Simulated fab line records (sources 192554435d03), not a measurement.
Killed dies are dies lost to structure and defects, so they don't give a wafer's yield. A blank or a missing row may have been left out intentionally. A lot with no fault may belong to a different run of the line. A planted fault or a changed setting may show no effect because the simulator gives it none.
fab line records / flow n5Finfet / part 2 of 2: steps 21 to 32 of 32
[record] lots = 5 wafers = 15 lastDay = 16
route steps=1938 shown BEOL_M1@758
lots untouched by any fault: they come from a run of this same line in which no faults occurred
startH: hours from the record's opening day to when the first of the lot's shown wafers began / waitH: hours since the lot's step before / " same as the row above / L1.1+2: a row that stands for several wafers / - value missing, or start not given / * or withheld: withheld / < > ~ a bound
route shown NAME@n: names a module that has steps shown in the file, with the first one's number in the route / usual: average and standard deviation across the fault-free wafers / same: alike in all rows / chamber/n: place in a boat / sites: the reading at each site / _std_site: the values' standard deviation / _edge_site: outer sites' mean less inner sites' / radiusMm: for every site, how far away it sits from the centre of the wafer / mask NAME#n: copy n / behind: the tool/chamber that last shaped the wafer / hold: reason for holding the lot/hours on hold/outcome of the hold / device: the n, p or np transistor that did not switch / end of line: tests run on the same wafers once the route is complete / for a step that has no rows: nothing shown but its recipe / killed: count of dies lost to structure and defects at first sort (not the wafer's yield) / map: a wafer's dies, marking killed ones x, the rest . and places with no die _
set.NAME: the setting the step ran with; set.NAME@STEP: the setting that earlier step ran with / model.NAME: the simulator's own value behind a step, which no gauge read
lots at some steps of the route; a table a step, a row a wafer
services: from which hour (startH, from the record's first day; less than 0 if before it) a tool's chamber was out of use, for how many hours, and why
[[steps]]
[step N5_BEOL_M1_COAT_68]
[recipe] resist = SiARC tempC = 220 timeS = 60 spinRpm = 1500 resistThkNm = 12
[usual] heaterPowerTotalW = 427.7/2.1
[same] timeS = 60
lot.wafer=L075.1 tool=lithoTrack-02 chamber=0 startH=- waitH=- heaterPowerTotalW=430.1
lot.wafer=L075.3 tool=lithoTrack-02 chamber=0 startH=- waitH=- heaterPowerTotalW=428.0
lot.wafer=L075.5 tool=lithoTrack-02 chamber=0 startH=- waitH=- heaterPowerTotalW=425.8
lot.wafer=L081.1 tool=lithoTrack-02 chamber=0 startH=- waitH=- heaterPowerTotalW=430.9
lot.wafer=L081.2 tool=lithoTrack-02 chamber=0 startH=- waitH=- heaterPowerTotalW=425.6
lot.wafer=L081.6 tool=lithoTrack-02 chamber=0 startH=- waitH=- heaterPowerTotalW=430.5
lot.wafer=L083.2 tool=lithoTrack-02 chamber=0 startH=- waitH=- heaterPowerTotalW=424.3
lot.wafer=L083.3 tool=lithoTrack-02 chamber=0 startH=- waitH=- heaterPowerTotalW=430.1
lot.wafer=L083.4 tool=lithoTrack-02 chamber=0 startH=- waitH=- heaterPowerTotalW=429.4
lot.wafer=L086.1 tool=lithoTrack-02 chamber=0 startH=- waitH=- heaterPowerTotalW=427.4
lot.wafer=L086.2 tool=lithoTrack-02 chamber=0 startH=- waitH=- heaterPowerTotalW=428.2
lot.wafer=L086.6 tool=lithoTrack-02 chamber=0 startH=- waitH=- heaterPowerTotalW=427.8
lot.wafer=L090.1 tool=lithoTrack-04 chamber=0 startH=- waitH=- heaterPowerTotalW=429.6
lot.wafer=L090.5 tool=lithoTrack-04 chamber=0 startH=- waitH=- heaterPowerTotalW=428.1
lot.wafer=L090.6 tool=lithoTrack-04 chamber=0 startH=- waitH=- heaterPowerTotalW=424.8
[step N5_BEOL_M1_COAT_76]
[recipe] resist = underlayer tempC = 205 timeS = 60 spinRpm = 1500 resistThkNm = 5
[usual] heaterPowerTotalW = 391.7/1.4
[same] timeS = 60
lot.wafer=L075.1 tool=lithoTrack-02 chamber=0 startH=- waitH=- heaterPowerTotalW=391.4
lot.wafer=L075.3 tool=lithoTrack-02 chamber=0 startH=- waitH=- heaterPowerTotalW=389.4
lot.wafer=L075.5 tool=lithoTrack-02 chamber=0 startH=- waitH=- heaterPowerTotalW=390.3
lot.wafer=L081.1 tool=lithoTrack-02 chamber=0 startH=- waitH=- heaterPowerTotalW=389.5
lot.wafer=L081.2 tool=lithoTrack-02 chamber=0 startH=- waitH=- heaterPowerTotalW=389.5
lot.wafer=L081.6 tool=lithoTrack-02 chamber=0 startH=- waitH=- heaterPowerTotalW=393.2
lot.wafer=L083.2 tool=lithoTrack-02 chamber=0 startH=- waitH=- heaterPowerTotalW=391.4
lot.wafer=L083.3 tool=lithoTrack-02 chamber=0 startH=- waitH=- heaterPowerTotalW=393.2
lot.wafer=L083.4 tool=lithoTrack-02 chamber=0 startH=- waitH=- heaterPowerTotalW=392.7
lot.wafer=L086.1 tool=lithoTrack-02 chamber=0 startH=- waitH=- heaterPowerTotalW=391.6
lot.wafer=L086.2 tool=lithoTrack-02 chamber=0 startH=- waitH=- heaterPowerTotalW=389.8
lot.wafer=L086.6 tool=lithoTrack-02 chamber=0 startH=- waitH=- heaterPowerTotalW=389.4
lot.wafer=L090.1 tool=lithoTrack-04 chamber=0 startH=- waitH=- heaterPowerTotalW=389.7
lot.wafer=L090.5 tool=lithoTrack-04 chamber=0 startH=- waitH=- heaterPowerTotalW=391.3
lot.wafer=L090.6 tool=lithoTrack-04 chamber=0 startH=- waitH=- heaterPowerTotalW=390.2
[step N5_BEOL_M1_COAT_22]
[recipe] resist = CAR-EUV spinRpm = 1500 resistThkNm = 30
lot.wafer=L075.1+3+5 tool=lithoTrack-02 chamber=0 startH=- waitH=-
lot.wafer=L081.1+2+6 tool=lithoTrack-02 chamber=0 startH=- waitH=-
lot.wafer=L083.2+3+4 tool=lithoTrack-02 chamber=0 startH=- waitH=-
lot.wafer=L086.1+2+6 tool=lithoTrack-02 chamber=0 startH=- waitH=-
lot.wafer=L090.1+5+6 tool=lithoTrack-04 chamber=0 startH=- waitH=-
[step N5_BEOL_M1_EBR_24]
[recipe] solvent = PGMEA ebrWidthMm = 1.5
lot.wafer=L075.1+3+5 tool=lithoTrack-02 chamber=0 startH=- waitH=-
lot.wafer=L081.1+2+6 tool=lithoTrack-02 chamber=0 startH=- waitH=-
lot.wafer=L083.2+3+4 tool=lithoTrack-02 chamber=0 startH=- waitH=-
lot.wafer=L086.1+2+6 tool=lithoTrack-02 chamber=0 startH=- waitH=-
lot.wafer=L090.1+5+6 tool=lithoTrack-04 chamber=0 startH=- waitH=-
[step N5_BEOL_M1_SOFTBAKE_23]
[recipe] tempC = 110 timeS = 60 resist = CAR-EUV
[usual] heaterPowerTotalW = 175.4/1.7
[same] timeS = 60
lot.wafer=L075.1 tool=lithoTrack-02 chamber=0 startH=- waitH=- heaterPowerTotalW=176.6
lot.wafer=L075.3 tool=lithoTrack-02 chamber=0 startH=- waitH=- heaterPowerTotalW=172.9
lot.wafer=L075.5 tool=lithoTrack-02 chamber=0 startH=- waitH=- heaterPowerTotalW=175.1
lot.wafer=L081.1 tool=lithoTrack-02 chamber=0 startH=- waitH=- heaterPowerTotalW=173.8
lot.wafer=L081.2 tool=lithoTrack-02 chamber=0 startH=- waitH=- heaterPowerTotalW=176.7
lot.wafer=L081.6 tool=lithoTrack-02 chamber=0 startH=- waitH=- heaterPowerTotalW=173.2
lot.wafer=L083.2 tool=lithoTrack-02 chamber=0 startH=- waitH=- heaterPowerTotalW=177.6
lot.wafer=L083.3 tool=lithoTrack-02 chamber=0 startH=- waitH=- heaterPowerTotalW=175.9
lot.wafer=L083.4 tool=lithoTrack-02 chamber=0 startH=- waitH=- heaterPowerTotalW=177.3
lot.wafer=L086.1 tool=lithoTrack-02 chamber=0 startH=- waitH=- heaterPowerTotalW=176.1
lot.wafer=L086.2 tool=lithoTrack-02 chamber=0 startH=- waitH=- heaterPowerTotalW=175.9
lot.wafer=L086.6 tool=lithoTrack-02 chamber=0 startH=- waitH=- heaterPowerTotalW=173.5
lot.wafer=L090.1 tool=lithoTrack-04 chamber=0 startH=- waitH=- heaterPowerTotalW=174.6
lot.wafer=L090.5 tool=lithoTrack-04 chamber=0 startH=- waitH=- heaterPowerTotalW=174.3
lot.wafer=L090.6 tool=lithoTrack-04 chamber=0 startH=- waitH=- heaterPowerTotalW=173.7
[step N5_BEOL_M1_EXPOSE_25]
[recipe] maskId = V0 na = 0.33 sourceShape = quasar sigmaInner = 0.2 sigmaOuter = 0.8 polarization = unpolarized defocusNm = 5 targetCdNm = 24 doseMj = 63
lot.wafer=L075.1+3+5 tool=euvScanner-01 chamber=0 startH=129.34 waitH=- mask=V0#0
lot.wafer=L081.1+2+6 tool=euvScanner-01 chamber=0 startH=165.87 waitH=- mask=V0#0
lot.wafer=L083.2+3+4 tool=euvScanner-02 chamber=0 startH=181.38 waitH=- mask=V0#0
lot.wafer=L086.1+2+6 tool=euvScanner-01 chamber=0 startH=196.83 waitH=- mask=V0#0
lot.wafer=L090.1+5+6 tool=euvScanner-02 chamber=0 startH=219.96 waitH=- mask=V0#0
[step N5_BEOL_M1_PEB_26]
[recipe] pebTempC = 100 pebTimeS = 60 resist = CAR-EUV
[usual] heaterPowerTotalW = 154.1/1
[same] pebTimeS = 60
lot.wafer=L075.1 tool=lithoTrack-02 chamber=0 startH=129.42 waitH=0.1 heaterPowerTotalW=155.3
lot.wafer=L075.3 tool=lithoTrack-02 chamber=0 startH=129.42 waitH=0.1 heaterPowerTotalW=154.1
lot.wafer=L075.5 tool=lithoTrack-02 chamber=0 startH=129.42 waitH=0.1 heaterPowerTotalW=155.5
lot.wafer=L081.1 tool=lithoTrack-02 chamber=0 startH=165.95 waitH=0.1 heaterPowerTotalW=155.3
lot.wafer=L081.2 tool=lithoTrack-02 chamber=0 startH=165.95 waitH=0.1 heaterPowerTotalW=155.2
lot.wafer=L081.6 tool=lithoTrack-02 chamber=0 startH=165.95 waitH=0.1 heaterPowerTotalW=153.1
lot.wafer=L083.2 tool=lithoTrack-04 chamber=0 startH=181.45 waitH=0.1 heaterPowerTotalW=152.7
lot.wafer=L083.3 tool=lithoTrack-04 chamber=0 startH=181.45 waitH=0.1 heaterPowerTotalW=154.0
lot.wafer=L083.4 tool=lithoTrack-04 chamber=0 startH=181.45 waitH=0.1 heaterPowerTotalW=154.8
lot.wafer=L086.1 tool=lithoTrack-04 chamber=0 startH=196.90 waitH=0.1 heaterPowerTotalW=154.7
lot.wafer=L086.2 tool=lithoTrack-04 chamber=0 startH=196.90 waitH=0.1 heaterPowerTotalW=153.2
lot.wafer=L086.6 tool=lithoTrack-04 chamber=0 startH=196.90 waitH=0.1 heaterPowerTotalW=155.3
lot.wafer=L090.1 tool=lithoTrack-04 chamber=0 startH=220.04 waitH=0.1 heaterPowerTotalW=153.8
lot.wafer=L090.5 tool=lithoTrack-04 chamber=0 startH=220.04 waitH=0.1 heaterPowerTotalW=153.1
lot.wafer=L090.6 tool=lithoTrack-04 chamber=0 startH=220.04 waitH=0.1 heaterPowerTotalW=152.9
[step N5_BEOL_M1_DEVELOP_27]
[recipe] developTimeS = 30 developer = TMAH resist = CAR-EUV rinseLiquid = surfactantRinse dry = airSpin devTempC = 23
lot.wafer=L075.1+3+5 tool=lithoTrack-02 chamber=0 startH=- waitH=-
lot.wafer=L081.1+2+6 tool=lithoTrack-02 chamber=0 startH=- waitH=-
lot.wafer=L083.2+3+4 tool=lithoTrack-04 chamber=0 startH=- waitH=-
lot.wafer=L086.1+2+6 tool=lithoTrack-04 chamber=0 startH=- waitH=-
lot.wafer=L090.1+5+6 tool=lithoTrack-04 chamber=0 startH=- waitH=-
[step N5_BEOL_M1_CD_MEAS_28]
[recipe] landingEnergyEv = 500 detector = seInlens targetCdYNm = 23.3
[usual] cdNm = 23.94/0.26
lot.wafer=L075.1 tool=cdSem-02 chamber=0 startH=129.48 waitH=- cdNm=24.06
lot.wafer=L075.3 tool=cdSem-02 chamber=0 startH=129.48 waitH=- cdNm=23.92
lot.wafer=L075.5 tool=cdSem-02 chamber=0 startH=129.48 waitH=- cdNm=24.12
lot.wafer=L081.1 tool=cdSem-03 chamber=0 startH=166.02 waitH=- cdNm=23.48
lot.wafer=L081.2 tool=cdSem-03 chamber=0 startH=166.02 waitH=- cdNm=23.88
lot.wafer=L081.6 tool=cdSem-03 chamber=0 startH=166.02 waitH=- cdNm=23.81
lot.wafer=L083.2 tool=cdSem-02 chamber=0 startH=181.52 waitH=- cdNm=24.34
lot.wafer=L083.3 tool=cdSem-02 chamber=0 startH=181.52 waitH=- cdNm=24.36
lot.wafer=L083.4 tool=cdSem-02 chamber=0 startH=181.52 waitH=- cdNm=23.87
lot.wafer=L086.1 tool=cdSem-02 chamber=0 startH=196.97 waitH=- cdNm=23.61
lot.wafer=L086.2 tool=cdSem-02 chamber=0 startH=196.97 waitH=- cdNm=24.51
lot.wafer=L086.6 tool=cdSem-02 chamber=0 startH=196.97 waitH=- cdNm=23.89
lot.wafer=L090.1 tool=cdSem-01 chamber=0 startH=220.11 waitH=- cdNm=24.01
lot.wafer=L090.5 tool=cdSem-01 chamber=0 startH=220.11 waitH=- cdNm=24.26
lot.wafer=L090.6 tool=cdSem-01 chamber=0 startH=220.11 waitH=- cdNm=24.19
[step N5_BEOL_M1_OVL_MEAS_29]
[recipe] pointsPerWafer = 522
[usual] V0_OVL = 0.3/0.56
lot.wafer=L075.1 tool=overlay-01 chamber=0 startH=129.51 waitH=0.0 V0_OVL[nm]=0.3
lot.wafer=L075.3 tool=overlay-01 chamber=0 startH=129.51 waitH=0.0 V0_OVL[nm]=0.7
lot.wafer=L075.5 tool=overlay-01 chamber=0 startH=129.51 waitH=0.0 V0_OVL[nm]=0.6
lot.wafer=L081.1 tool=overlay-01 chamber=0 startH=166.05 waitH=0.0 V0_OVL[nm]=-0.2
lot.wafer=L081.2 tool=overlay-01 chamber=0 startH=166.05 waitH=0.0 V0_OVL[nm]=0.0
lot.wafer=L081.6 tool=overlay-01 chamber=0 startH=166.05 waitH=0.0 V0_OVL[nm]=0.4
lot.wafer=L083.2 tool=overlay-02 chamber=0 startH=181.56 waitH=0.0 V0_OVL[nm]=1.1
lot.wafer=L083.3 tool=overlay-02 chamber=0 startH=181.56 waitH=0.0 V0_OVL[nm]=1.2
lot.wafer=L083.4 tool=overlay-02 chamber=0 startH=181.56 waitH=0.0 V0_OVL[nm]=1.5
lot.wafer=L086.1 tool=overlay-02 chamber=0 startH=197.00 waitH=0.0 V0_OVL[nm]=0.4
lot.wafer=L086.2 tool=overlay-02 chamber=0 startH=197.00 waitH=0.0 V0_OVL[nm]=0.4
lot.wafer=L086.6 tool=overlay-02 chamber=0 startH=197.00 waitH=0.0 V0_OVL[nm]=0.6
lot.wafer=L090.1 tool=overlay-02 chamber=0 startH=220.14 waitH=0.0 V0_OVL[nm]=-0.1
lot.wafer=L090.5 tool=overlay-02 chamber=0 startH=220.14 waitH=0.0 V0_OVL[nm]=0.4
lot.wafer=L090.6 tool=overlay-02 chamber=0 startH=220.14 waitH=0.0 V0_OVL[nm]=0.6
[step N5_BEOL_M1_INSPECT_30]
[recipe] mode = adi inspectInstrument = brightfield
[usual] rawDefectCount = 446/120
lot.wafer=L075.1 tool=defectInspect-01 chamber=- startH=129.57 waitH=0.1 rawDefectCount=438
lot.wafer=L075.3 tool=defectInspect-01 chamber=- startH=129.57 waitH=0.1 rawDefectCount=410
lot.wafer=L075.5 tool=defectInspect-01 chamber=- startH=129.57 waitH=0.1 rawDefectCount=489
lot.wafer=L081.1 tool=defectInspect-01 chamber=- startH=166.11 waitH=0.1 rawDefectCount=436
lot.wafer=L081.2 tool=defectInspect-01 chamber=- startH=166.11 waitH=0.1 rawDefectCount=399
lot.wafer=L081.6 tool=defectInspect-01 chamber=- startH=166.11 waitH=0.1 rawDefectCount=379
lot.wafer=L083.2 tool=defectInspect-01 chamber=- startH=181.61 waitH=0.0 rawDefectCount=445
lot.wafer=L083.3 tool=defectInspect-01 chamber=- startH=181.61 waitH=0.0 rawDefectCount=691
lot.wafer=L083.4 tool=defectInspect-01 chamber=- startH=181.61 waitH=0.0 rawDefectCount=509
lot.wafer=L086.1 tool=defectInspect-02 chamber=- startH=197.06 waitH=0.1 rawDefectCount=405
lot.wafer=L086.2 tool=defectInspect-02 chamber=- startH=197.06 waitH=0.1 rawDefectCount=542
lot.wafer=L086.6 tool=defectInspect-02 chamber=- startH=197.06 waitH=0.1 rawDefectCount=722
lot.wafer=L090.1 tool=defectInspect-02 chamber=- startH=220.19 waitH=0.1 rawDefectCount=257
lot.wafer=L090.5 tool=defectInspect-02 chamber=- startH=220.19 waitH=0.1 rawDefectCount=444
lot.wafer=L090.6 tool=defectInspect-02 chamber=- startH=220.19 waitH=0.1 rawDefectCount=311
[step N5_BEOL_M1_DESCUM_33]
[recipe] chemistry = O2 timeS = 7 sourcePowerW = 50 biasPowerW = 20 pressureMtorr = 20 rfFrequencyHz = 2.712e+07 tempC = 40 resist = CAR-EUV o2FlowSccm = 225
[usual] drypumpMotorCurrentA = 5.7/0.37 oesProductAu = 0.78/0.051 rfVppV = 243.3/1.7 showerheadPlenumPTorr = 2.09/0.082 throttleValvePct = 20.32/0.2
[same] timeS = 7
lot.wafer=L075.1 tool=rieDiel-03 chamber=3 startH=129.61 waitH=0.0 drypumpMotorCurrentA=5.1 oesProductAu=0.85 rfHoursCounterH=73 rfVppV=245.6 showerheadPlenumPTorr=2.21 throttleValvePct=20.34
lot.wafer=L075.3 tool=rieDiel-03 chamber=1 startH=129.61 waitH=0.0 drypumpMotorCurrentA=5.4 oesProductAu=0.92 rfHoursCounterH=22 rfVppV=242.6 showerheadPlenumPTorr=2.04 throttleValvePct=20.12
lot.wafer=L075.5 tool=rieDiel-03 chamber=2 startH=129.61 waitH=0.0 drypumpMotorCurrentA=6.1 oesProductAu=0.76 rfHoursCounterH=- rfVppV=242.0 showerheadPlenumPTorr=2.00 throttleValvePct=20.02
lot.wafer=L081.1 tool=rieDiel-03 chamber=3 startH=166.14 waitH=0.0 drypumpMotorCurrentA=5.1 oesProductAu=0.84 rfHoursCounterH=85 rfVppV=245.5 showerheadPlenumPTorr=2.20 throttleValvePct=20.37
lot.wafer=L081.2 tool=rieDiel-03 chamber=2 startH=166.14 waitH=0.0 drypumpMotorCurrentA=6.1 oesProductAu=0.75 rfHoursCounterH=161 rfVppV=243.3 showerheadPlenumPTorr=2.00 throttleValvePct=20.04
lot.wafer=L081.6 tool=rieDiel-03 chamber=2 startH=166.14 waitH=0.0 drypumpMotorCurrentA=6.1 oesProductAu=0.74 rfHoursCounterH=- rfVppV=242.2 showerheadPlenumPTorr=2.00 throttleValvePct=20.03
lot.wafer=L083.2 tool=rieDiel-06 chamber=0 startH=181.64 waitH=0.0 drypumpMotorCurrentA=5.9 oesProductAu=0.75 rfHoursCounterH=163 rfVppV=243.7 showerheadPlenumPTorr=2.17 throttleValvePct=20.18
lot.wafer=L083.3 tool=rieDiel-06 chamber=2 startH=181.64 waitH=0.0 drypumpMotorCurrentA=6.0 oesProductAu=0.78 rfHoursCounterH=112 rfVppV=243.0 showerheadPlenumPTorr=2.12 throttleValvePct=20.72
lot.wafer=L083.4 tool=rieDiel-06 chamber=1 startH=181.64 waitH=0.0 drypumpMotorCurrentA=5.5 oesProductAu=0.79 rfHoursCounterH=120 rfVppV=240.7 showerheadPlenumPTorr=1.93 throttleValvePct=20.47
lot.wafer=L086.1 tool=rieDiel-06 chamber=0 startH=197.33 waitH=0.3 drypumpMotorCurrentA=5.9 oesProductAu=0.75 rfHoursCounterH=167 rfVppV=245.4 showerheadPlenumPTorr=2.17 throttleValvePct=20.20
lot.wafer=L086.2 tool=rieDiel-06 chamber=3 startH=197.33 waitH=0.3 drypumpMotorCurrentA=5.7 oesProductAu=0.75 rfHoursCounterH=162 rfVppV=244.8 showerheadPlenumPTorr=2.16 throttleValvePct=20.28
lot.wafer=L086.6 tool=rieDiel-06 chamber=3 startH=197.33 waitH=0.3 drypumpMotorCurrentA=5.7 oesProductAu=0.75 rfHoursCounterH=- rfVppV=243.3 showerheadPlenumPTorr=2.16 throttleValvePct=20.29
lot.wafer=L090.1 tool=rieDiel-05 chamber=0 startH=220.23 waitH=0.0 drypumpMotorCurrentA=5.6 oesProductAu=0.70 rfHoursCounterH=217 rfVppV=242.5 showerheadPlenumPTorr=2.08 throttleValvePct=20.63
lot.wafer=L090.5 tool=rieDiel-05 chamber=0 startH=220.23 waitH=0.0 drypumpMotorCurrentA=5.6 oesProductAu=0.69 rfHoursCounterH=- rfVppV=241.9 showerheadPlenumPTorr=2.08 throttleValvePct=20.65
lot.wafer=L090.6 tool=rieDiel-05 chamber=3 startH=220.23 waitH=0.0 drypumpMotorCurrentA=6.1 oesProductAu=0.75 rfHoursCounterH=- rfVppV=244.5 showerheadPlenumPTorr=2.11 throttleValvePct=20.45
[[services]]
tool=rieMetal-01 chamber=0 startH=104.25 hours=9.5 kind=repair
tool=euvScanner-02 chamber=0 startH=111.81 hours=- kind=calibration
tool=euvScanner-02 chamber=- startH=126.84 hours=4.6 kind=pm
tool=euvScanner-02 chamber=- startH=132.83 hours=0.4 kind=repair
tool=rieDiel-05 chamber=1 startH=134.88 hours=12.3 kind=repair
tool=rieDiel-06 chamber=1 startH=142.70 hours=5.8 kind=repair
tool=euvScanner-01 chamber=- startH=142.86 hours=4.6 kind=pm
tool=euvScanner-02 chamber=- startH=147.46 hours=1.0 kind=pm
tool=rieDiel-05 chamber=1 startH=150.32 hours=- kind=clean
tool=rieDiel-05 chamber=1 startH=150.32 hours=- kind=consumableReplace:focusRing
tool=rieDiel-05 chamber=1 startH=150.32 hours=18.0 kind=scheduledDown
tool=rieDiel-05 chamber=1 startH=150.32 hours=18.0 kind=ventCycle
tool=euvScanner-01 chamber=- startH=154.76 hours=1.0 kind=pm
tool=rieDiel-06 chamber=2 startH=160.23 hours=3.0 kind=repair
tool=euvScanner-02 chamber=- startH=165.35 hours=12.0 kind=pm
tool=rieMetal-01 chamber=- startH=170.38 hours=0.4 kind=repair
tool=rieDiel-05 chamber=- startH=171.20 hours=2.8 kind=pm
tool=rieDiel-06 chamber=- startH=190.75 hours=2.8 kind=pm
tool=rieDiel-05 chamber=0 startH=192.21 hours=5.8 kind=repair
tool=rieDiel-05 chamber=- startH=195.70 hours=0.7 kind=repair
tool=euvScanner-02 chamber=- startH=201.25 hours=1.0 kind=pm
tool=euvScanner-01 chamber=0 startH=209.02 hours=- kind=calibration
tool=euvScanner-01 chamber=- startH=210.89 hours=1.0 kind=pm
